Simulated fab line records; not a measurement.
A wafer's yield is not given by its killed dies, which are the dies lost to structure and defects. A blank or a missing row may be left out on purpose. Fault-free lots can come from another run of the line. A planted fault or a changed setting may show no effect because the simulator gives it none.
Matching of chambers | flow nand harc | 3 sister chambers for NHARC_A_M0_DEP_32 on pecvd-04
The step deposits SiCN, target thk 30 nm. 16 wafers are shown with their chamber, then 8 later ones without.

EACH WAFER AND ITS CHAMBER
wafer  | chamber | heater power w (W)
L077.3 | 2       | 489
L077.4 | 0       | 556
L077.6 | 2       | 492
L081.1 | 2       | 522
L081.3 | 1       | 597
L081.4 | 2       | 512
L083.1 | 2       | 466
L083.4 | 1       | 594
L083.6 | 2       | 454
L082.2 | 0       | 568
L082.5 | 2       | 472
L082.6 | 0       | 600
L085.2 | 2       | 470
L085.3 | 1       | 584
L085.5 | 1       | 566
L087.1 | 0       | 587

SIGNATURES (means of the wafers above)
reading        | chamber 0 | chamber 1 | chamber 2 | scatter within a chamber
heater power w | 577.75    | 585.25    | 484.62    | 20.8
Rule: for each reading, subtract the chamber's mean from the wafer's reading, divide by that reading's scatter and square the result; add these up over the readings and take the root, which gives the wafer's distance from the chamber. The wafer belongs to the nearest chamber; if the next one is less than 2 further off, it can't be placed. The scatter: the root of (the sum of the squares of (reading less its chamber's mean) over the shown wafers, divided by (wafers less chambers)).

WAFERS WHOSE CHAMBER IS MISSING
wafer  | heater power w (W)
L087.4 | 610
L087.5 | 596
L090.3 | 523
L090.5 | 507
L090.6 | 531
L093.3 | 418
L093.4 | 620
L093.6 | 501

CHAMBER TAKEN BY EACH
wafer  | from the rows above          | in truth
L087.4 | can't be placed: 1 or 0      | 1
L087.5 | can't be placed: 1 or 0      | 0
L090.3 | can't be placed: 2 or 0 or 1 | 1
L090.5 | 2                            | 2
L090.6 | can't be placed: 2 or 0 or 1 | 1
L093.3 | 2                            | 2
L093.4 | can't be placed: 1 or 0      | 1
L093.6 | 2                            | 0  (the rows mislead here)
2 of 8 placed correctly. Cannot be placed on the basis of these rows: 5; the candidates contain the true chamber in 5. Number placed wrongly: 1.
